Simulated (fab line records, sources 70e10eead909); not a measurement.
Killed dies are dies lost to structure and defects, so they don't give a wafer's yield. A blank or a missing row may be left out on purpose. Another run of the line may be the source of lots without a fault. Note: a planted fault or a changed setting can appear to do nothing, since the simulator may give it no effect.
Chamber matching :: flow nand-harc :: 4 sister chambers for NHARC_A_DECK1_JOINT_CMP_02 on cmp-02
The step polishes SiOx. 16 wafers are shown with their chamber, then 8 later ones without.

## WAFERS, EACH WITH ITS CHAMBER
wafer: L954.3
chamber: 1
motor-current-A (A): 13.8
slurry-flow-ml-min: 149.5

wafer: L954.5
chamber: 2
motor-current-A (A): 12.0
slurry-flow-ml-min: 150.4

wafer: L954.6
chamber: 3
motor-current-A (A): 11.3
slurry-flow-ml-min: 150.0

wafer: L955.2
chamber: 2
motor-current-A (A): 12.3
slurry-flow-ml-min: 150.4

wafer: L955.3
chamber: 0
motor-current-A (A): 12.8
slurry-flow-ml-min: 150.2

wafer: L955.6
chamber: 1
motor-current-A (A): 13.0
slurry-flow-ml-min: 150.7

wafer: L963.1
chamber: 0
motor-current-A (A): 11.9
slurry-flow-ml-min: 150.4

wafer: L963.2
chamber: 1
motor-current-A (A): 13.4
slurry-flow-ml-min: 150.0

wafer: L963.3
chamber: 3
motor-current-A (A): 11.5
slurry-flow-ml-min: 150.9

wafer: L969.2
chamber: 2
motor-current-A (A): 12.5
slurry-flow-ml-min: 149.4

wafer: L969.5
chamber: 1
motor-current-A (A): 13.6
slurry-flow-ml-min: 150.4

wafer: L969.6
chamber: 2
motor-current-A (A): 12.2
slurry-flow-ml-min: 150.3

wafer: L971.1
chamber: 2
motor-current-A (A): 11.7
slurry-flow-ml-min: 150.6

wafer: L971.5
chamber: 0
motor-current-A (A): 12.7
slurry-flow-ml-min: 149.5

wafer: L971.6
chamber: 1
motor-current-A (A): 13.3
slurry-flow-ml-min: 150.1

wafer: L972.2
chamber: 2
motor-current-A (A): 11.6
slurry-flow-ml-min: 150.3

SIGNATURES (means of the wafers above)
reading: motor-current-A
chamber 0: 12.467
chamber 1: 13.420
chamber 2: 12.050
chamber 3: 11.400
scatter within a chamber: 0.352

reading: slurry-flow-ml-min
chamber 0: 150.033
chamber 1: 150.140
chamber 2: 150.233
chamber 3: 150.450
scatter within a chamber: 0.462
Rule: for a wafer and a chamber, the distance is found by dividing, reading by reading, the gap between the wafer's reading and the chamber's mean by the reading's scatter, squaring, summing and taking the root. The wafer belongs to the nearest chamber; if the next one is less than 2 further off, it can't be placed. The scatter: take each reading less its chamber's mean, square it, sum over the shown wafers, divide by the number of wafers less the number of chambers, and take the root.

## WAFERS WITHOUT THEIR CHAMBER
wafer: L972.3
motor-current-A (A): 12.4
slurry-flow-ml-min: 149.8

wafer: L972.4
motor-current-A (A): 11.3
slurry-flow-ml-min: 150.3

wafer: L975.1
motor-current-A (A): 13.9
slurry-flow-ml-min: 150.9

wafer: L975.2
motor-current-A (A): 12.4
slurry-flow-ml-min: 149.1

wafer: L975.4
motor-current-A (A): 11.4
slurry-flow-ml-min: 149.9

wafer: L977.1
motor-current-A (A): 11.0
slurry-flow-ml-min: 149.6

wafer: L977.2
motor-current-A (A): 13.0
slurry-flow-ml-min: 148.9

wafer: L977.5
motor-current-A (A): 12.3
slurry-flow-ml-min: 149.9

## WHICH CHAMBER EACH ONE RAN IN
wafer: L972.3
from the rows above: can't be placed: 0 or 2
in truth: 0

wafer: L972.4
from the rows above: can't be placed: 3 or 2
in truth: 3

wafer: L975.1
from the rows above: 1
in truth: 1

wafer: L975.2
from the rows above: can't be placed: 0 or 2 or 1
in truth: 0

wafer: L975.4
from the rows above: can't be placed: 3 or 2 or 0
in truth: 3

wafer: L977.1
from the rows above: can't be placed: 3 or 2
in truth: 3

wafer: L977.2
from the rows above: can't be placed: 0 or 1 or 2
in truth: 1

wafer: L977.5
from the rows above: can't be placed: 0 or 2
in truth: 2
Correctly placed: 1 of 8. Not placeable from these rows: 7 (in 7, the candidates include the true chamber). Number placed wrongly: 0.
